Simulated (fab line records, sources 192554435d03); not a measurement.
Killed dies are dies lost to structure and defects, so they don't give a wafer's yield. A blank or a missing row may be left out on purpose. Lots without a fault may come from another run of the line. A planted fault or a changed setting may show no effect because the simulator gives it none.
fab line records | flow n5_finfet
record lots=6 wafers=18 last_day=17
route steps=1938 shown BEOL_M15@1807
lots that met no fault: from a run of the same line without faults
start_h: hours from the record's first day to the start of the lot's first wafer shown | wait_h: hours since the lot's step before | " the same as in the row above | L1.1+2: a row that stands for several wafers | - no value, or no start given | * or withheld: withheld | < > ~ a bound
route shown NAME@n: a module of which the file shows steps, and the number in the route of the first | usual: mean/standard deviation of fault-free wafers | same: alike in all rows | chamber/n: place in a boat | sites: the reading at each site | _std_site: their standard deviation | _edge_site: outer sites' mean less inner sites' | radius_mm: how far each site lies from the wafer's centre | mask NAME#n: copy n | behind: the tool/chamber that last shaped the wafer | hold: why the lot was held/for how many hours/how that ended | device: the transistor (n, p or np) that didn't switch | end of line: the same wafers' tests at the end of the route | a step without rows: its recipe alone | killed: dies lost to structure and defects at the first sort, not the wafer's yield | map: a wafer's dies, x killed, . not, _ none there
set.NAME: the setting as run; set.NAME@STEP: as run at that earlier step | model.NAME: the simulator's own value behind a step, which no gauge read
lots at some steps of the route; a table a step, a row a wafer
services: from which hour (start_h, from the record's first day; less than 0 if before it) a tool's chamber was out of use, for how many hours, and why
## steps
# step N5_BEOL_M15_DESCUM_33
# recipe chemistry=O2 time_s=7.9 source_power_w=50 bias_power_w=20 pressure_mtorr=20 rf_frequency_hz=2.712e+07 temp_c=40 o2_flow_sccm=225
# usual drypump_motor_current_A=5.9/0.32 oes_product_au=0.81/0.088 rf_vpp_V=243.3/1.1 showerhead_plenum_p_Torr=2.10/0.043 throttle_valve_pct=20.40/0.26
# columns lot.wafer tool chamber start_h wait_h drypump_motor_current_A oes_product_au rf_hours_counter_h rf_vpp_V showerhead_plenum_p_Torr throttle_valve_pct
L747.1 rie_diel-05 1 248.35 0.0 5.9 0.85 55 242.1 2.12 20.05
L747.5 " 1 " " 5.9 0.84 - 244.0 2.12 20.06
L747.6 " 2 " " 5.5 0.80 - 244.2 2.12 20.41
L757.2 rie_diel-05 2 300.75 0.0 5.5 0.78 99 242.7 2.11 20.44
L757.3 " 0 " " 6.1 0.82 80 243.1 2.12 20.63
L757.4 " 1 " " 5.9 0.84 73 243.9 2.11 20.09
L756.1 rie_diel-05 1 309.77 0.0 5.9 0.84 76 244.4 2.11 20.09
L756.2 " 0 " " 6.0 0.83 83 243.4 2.12 20.64
L756.6 " 3 " " 6.0 0.95 - 245.4 2.15 20.14
L764.2 rie_diel-02 2 350.34 0.0 6.3 0.87 59 242.9 2.12 20.52
L764.3 " 1 " " 6.4 0.70 227 244.6 2.06 20.74
L764.6 " 1 " " 6.4 0.71 - 244.0 2.06 20.73
L762.1 rie_diel-02 0 360.97 0.0 5.4 0.75 134 242.6 2.09 20.41
L762.4 " 2 " " 6.3 0.85 62 243.4 2.12 20.51
L762.5 " 2 " " 6.3 0.86 - 243.6 2.12 20.52
L767.2 rie_diel-02 3 378.15 0.0 5.6 0.68 205 242.8 2.07 20.27
L767.3 " 2 " " 6.3 0.85 66 244.6 2.12 20.52
L767.6 " 0 " " 5.4 0.75 - 244.0 2.09 20.43
# step N5_BEOL_M15_ETCH_61
# recipe chemistry=N2/H2 target=BARC target_depth_a=890 overetch_a=267 time_s=67.9 ion_energy_ev=200 pressure_mtorr=30 source_w=840 bias_w=150 n2_flow_sccm=200 h2_flow_sccm=200
# usual bias_w=150.0/0.43 drypump_motor_current_A=5.9/0.32 oes_product_au=0.69/0.073 rf_vpp_V=524.1/1.7 showerhead_plenum_p_Torr=2.55/0.048 throttle_valve_pct=17.84/0.3
# columns lot.wafer tool chamber start_h wait_h bias_w drypump_motor_current_A oes_product_au rf_hours_counter_h rf_vpp_V showerhead_plenum_p_Torr throttle_valve_pct
L747.1 rie_diel-05 1 248.39 0.0 149.6 5.9 0.73 55 524.2 2.57 17.46
L747.5 " 1 " " 149.6 5.9 0.74 - 524.7 2.57 17.45
L747.6 " 2 " " 150.2 5.5 0.68 - 524.3 2.58 17.80
L757.2 rie_diel-05 2 300.78 0.0 149.3 5.5 0.67 99 524.6 2.57 17.85
L757.3 " 0 " " 150.1 6.1 0.70 80 525.4 2.57 18.03
L757.4 " 1 " " 150.7 5.9 0.72 73 524.9 2.57 17.48
L756.1 rie_diel-05 1 309.81 0.0 149.8 5.9 0.71 76 525.5 2.57 17.48
L756.2 " 0 " " 150.1 6.1 0.70 83 524.9 2.57 18.04
L756.6 " 3 " " 150.2 6.0 0.80 - 525.6 2.62 17.58
L764.2 rie_diel-02 2 350.38 0.0 149.9 6.3 0.73 59 526.1 2.57 17.84
L764.3 " 1 " " 150.1 6.4 0.59 227 523.0 2.51 18.30
L764.6 " 1 " " 149.6 6.4 0.59 - 523.0 2.51 18.32
L762.1 rie_diel-02 0 361.01 0.0 150.4 5.4 0.65 134 524.3 2.55 17.92
L762.4 " 2 " " 150.4 6.3 0.72 62 524.7 2.57 17.84
L762.5 " 2 " " 150.5 6.3 0.72 - 525.2 2.57 17.85
L767.2 rie_diel-02 3 378.18 0.0 150.2 5.7 0.60 205 522.7 2.52 17.78
L767.3 " 2 " " 149.7 6.3 0.71 66 523.4 2.57 17.85
L767.6 " 0 " " 149.6 5.5 0.63 - 524.5 2.55 17.93
# step N5_BEOL_M15_TRENCH_ETCH_34
# recipe chemistry=C4F8/O2/Ar target=SiO2 target_depth_a=8729.3 he_inner_torr=15 he_outer_torr=30 time_s=199 ion_energy_ev=800 pressure_mtorr=20 source_w=1905 bias_w=2040 Ar_flow_sccm=400 C4F8_flow_sccm=16 O2_flow_sccm=12
# step N5_BEOL_M15_STRIP_36
# recipe chemistry=O2 power_w=600 temp_c=60 pressure_mtorr=30 rf_frequency_hz=6e+07 bias_power_w=0 overash_fraction=0.3 o2_flow_sccm=225
# usual drypump_motor_current_A=5.9/0.33 oes_product_au=0.81/0.087 rf_vpp_V=3.6/0.87 showerhead_plenum_p_Torr=2.10/0.044 throttle_valve_pct=16.63/0.26
# columns lot.wafer tool chamber start_h wait_h drypump_motor_current_A oes_product_au rf_hours_counter_h rf_vpp_V showerhead_plenum_p_Torr throttle_valve_pct
L747.1 rie_diel-01 0 249.34 0.7 6.3 0.96 11 2.5 2.15 16.22
L747.5 " 0 " " 6.3 0.95 - 3.5 2.15 16.22
L747.6 " 2 " " 5.5 0.66 - 3.7 2.16 17.05
L757.2 rie_diel-05 2 301.91 0.9 5.5 0.78 99 5.8 2.12 16.65
L757.3 " 0 " " 6.1 0.83 81 3.2 2.13 16.86
L757.4 " 1 " " 5.9 0.83 74 3.5 2.12 16.34
L756.1 rie_diel-02 3 310.36 0.3 5.6 0.71 186 2.8 2.09 16.51
L756.2 " 1 " " 6.4 0.70 215 3.5 2.07 16.96
L756.6 " 3 " " 5.7 0.70 - 2.1 2.08 16.49
L764.2 rie_diel-05 1 352.99 2.4 5.9 0.82 86 4.5 2.11 16.35
L764.3 " 2 " " 5.5 0.76 113 1.6 2.11 16.62
L764.6 " 0 " " 6.1 0.80 - 2.1 2.12 16.86
L762.1 rie_diel-05 3 363.09 1.8 6.0 0.91 17 1.8 2.15 16.34
L762.4 " 0 " " 6.1 0.80 96 4.7 2.12 16.84
L762.5 " 2 " " 5.5 0.77 - 2.9 2.11 16.67
L767.2 rie_diel-05 1 380.21 1.8 5.9 0.81 94 4.3 2.11 16.38
L767.3 " 0 " " 6.1 0.81 101 2.5 2.12 16.88
L767.6 " 2 " " 5.5 0.75 - 3.8 2.11 16.70
# step N5_BEOL_M15_STRIP_62
# recipe chemistry=O2 power_w=600 temp_c=60 pressure_mtorr=30 rf_frequency_hz=6e+07 bias_power_w=0 overash_fraction=0.3 o2_flow_sccm=225
# step N5_BEOL_M15_STRIP_37
# recipe chemistry=O2 power_w=600 temp_c=60 pressure_mtorr=30 rf_frequency_hz=6e+07 bias_power_w=0 overash_fraction=0.3 o2_flow_sccm=225
# usual drypump_motor_current_A=5.9/0.33 oes_product_au=0.81/0.086 rf_vpp_V=3.7/0.61 showerhead_plenum_p_Torr=2.10/0.044 throttle_valve_pct=16.64/0.26
# columns lot.wafer tool chamber start_h wait_h drypump_motor_current_A oes_product_au rf_hours_counter_h rf_vpp_V showerhead_plenum_p_Torr throttle_valve_pct
L747.1 rie_diel-01 0 - - 6.3 0.96 11 3.2 2.15 16.19
L747.5 " 0 " " 6.3 0.94 - 2.7 2.15 16.21
L747.6 " 2 " " 5.5 0.67 - 3.5 2.16 17.02
L757.2 rie_diel-05 2 - - 5.5 0.78 99 4.1 2.12 16.65
L757.3 " 0 " " 6.1 0.81 81 2.4 2.13 16.84
L757.4 " 1 " " 5.9 0.82 74 3.5 2.12 16.33
L756.1 rie_diel-02 3 - - 5.6 0.70 186 3.3 2.09 16.52
L756.2 " 1 " " 6.3 0.70 215 3.4 2.07 16.98
L756.6 " 3 " " 5.6 0.70 - 4.0 2.09 16.52
L764.2 rie_diel-05 1 - - 5.9 0.82 86 3.4 2.11 16.38
L764.3 " 2 " " 5.5 0.77 113 3.3 2.11 16.67
L764.6 " 0 " " 6.1 0.80 - 2.8 2.12 16.85
L762.1 rie_diel-05 3 - - 6.0 0.90 17 3.7 2.15 16.32
L762.4 " 0 " " 6.2 0.81 96 2.4 2.12 16.87
L762.5 " 2 " " 5.5 0.77 - 4.6 2.11 16.68
L767.2 rie_diel-05 1 - - 5.9 0.81 94 4.5 2.11 16.38
L767.3 " 0 " " 6.1 0.81 101 4.5 2.12 16.89
L767.6 " 2 " " 5.5 0.76 - 3.7 2.11 16.68
# step N5_BEOL_M15_ETCH_38
# recipe chemistry=CF4/N2 target=SiCN target_depth_a=1064 taper_deg=2 time_s=120.5 ion_energy_ev=150 mask_material=SiO2 pressure_mtorr=40 source_w=430 bias_w=70 Ar_flow_sccm=100 cf4_flow_sccm=60 n2_flow_sccm=60
# step N5_BEOL_M15_PRECLEAN_39
# recipe chemistry=residue_remover time_s=60 temp_c=40
# step N5_BEOL_M15_SRD_40
# recipe time_s=30 temp_c=23 rinse_liquid=diw dry=n2_spin spin_rpm=1500 dry_time_s=30
# step N5_BEOL_M15_DEGAS_41
# recipe ambient=vacuum temp_c=300 time_s=60
# usual heater_power_w=474/55
# columns lot.wafer tool chamber start_h wait_h heater_power_w
L747.1 pvd_sputter-02 - 250.10 0.4 557
L747.5 " - " " 491
L747.6 " - " " 437
L757.2 pvd_sputter-01 - 302.54 0.3 385
L757.3 " - " " 477
L757.4 " - " " 475
L756.1 pvd_sputter-01 - 310.86 0.2 477
L756.2 " - " " 450
L756.6 " - " " 488
L764.2 pvd_sputter-03 - 353.62 0.3 479
L764.3 " - " " 441
L764.6 " - " " 472
L762.1 pvd_sputter-03 - 363.80 0.4 408
L762.4 " - " " 447
L762.5 " - " " 431
L767.2 pvd_sputter-01 - 380.80 0.3 482
L767.3 " - " " 478
L767.6 " - " " 381
# step N5_BEOL_M15_PRE_CLEAN_42
# recipe gas=H2/He time_s=30 temp_c=300
# step N5_BEOL_M15_SPUTTER_43
# recipe material=TaN target_thk_a=150 temp_c=50 bias_v=168.6 power_w=15000 chamber_pressure_pa=0.12 time_s=24.19
# usual throttle_valve_pct=30.2/1.3
# columns lot.wafer tool chamber start_h wait_h throttle_valve_pct model.TaN_of_BEOL_M15_SPUTTER_43.thk_nm
L747.1 pvd_sputter-02 - 250.18 0.0 33.2 15.2
L747.5 " - " " 28.1 15
L747.6 " - " " 29.8 15
L757.2 pvd_sputter-01 - 302.62 0.0 29.6 15
L757.3 " - " " 30.7 15
L757.4 " - " " 30.8 14
L756.1 pvd_sputter-01 - 310.94 0.0 30.7 14.2
L756.2 " - " " 29.7 15
L756.6 " - " " 30.8 15
L764.2 pvd_sputter-03 - 353.70 0.0 29.1 14.8
L764.3 " - " " 30.5 15
L764.6 " - " " 28.9 15
L762.1 pvd_sputter-03 - 363.88 0.0 30.6 15
L762.4 " - " " 29.6 15
L762.5 " - " " 30.5 15
L767.2 pvd_sputter-01 - 380.88 0.0 30.9 15
L767.3 " - " " 30.5 15
L767.6 " - " " 29.5 15
# step N5_BEOL_M15_SPUTTER_44
# recipe material=Ta target_thk_a=150 temp_c=50 bias_v=80 power_w=15000 chamber_pressure_pa=0.07 time_s=24.19
## services
# columns tool chamber start_h hours kind
rie_diel-01 1 233.89 - clean
rie_diel-01 1 233.89 - consumable_replace:focus_ring
rie_diel-01 1 233.89 18.3 scheduled_down
rie_diel-01 1 233.89 18.3 vent_cycle
rie_diel-02 - 275.29 0.6 repair
rie_diel-05 3 281.88 - clean
rie_diel-05 3 281.88 - consumable_replace:focus_ring
rie_diel-05 3 281.88 15.8 scheduled_down
rie_diel-05 3 281.88 15.8 vent_cycle
rie_diel-01 2 290.98 - clean
rie_diel-01 2 290.98 - consumable_replace:focus_ring
rie_diel-01 2 290.98 20.7 scheduled_down
rie_diel-01 2 290.98 20.7 vent_cycle
rie_diel-02 - 303.01 0.5 repair
rie_diel-01 0 311.36 5.4 repair
pvd_sputter-02 - 335.43 2.0 repair
rie_diel-01 - 338.55 0.3 repair
rie_diel-02 2 361.69 4.1 repair
rie_diel-05 - 374.94 0.4 repair
rie_diel-02 3 376.49 1.6 repair
rie_diel-01 1 377.45 5.0 repair
## key
first_sign none at tools or gauges
model_effect step=N5_BEOL_M15_SPUTTER_43 value=TaN_of_BEOL_M15_SPUTTER_43.thk_nm without=15 struck=14.1
met_at N5_BEOL_M15_SPUTTER_43
struck_wafers L756.1,L757.4
fault kind=process_parameter_drift tool=pvd_sputter-01 chamber=- onset_h=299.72 steps=N5_BEOL_M15_SPUTTER_43 channel=time_s offset=* shape=step end_h=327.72 scope=struck_wafers_only acts_in=* stated=*
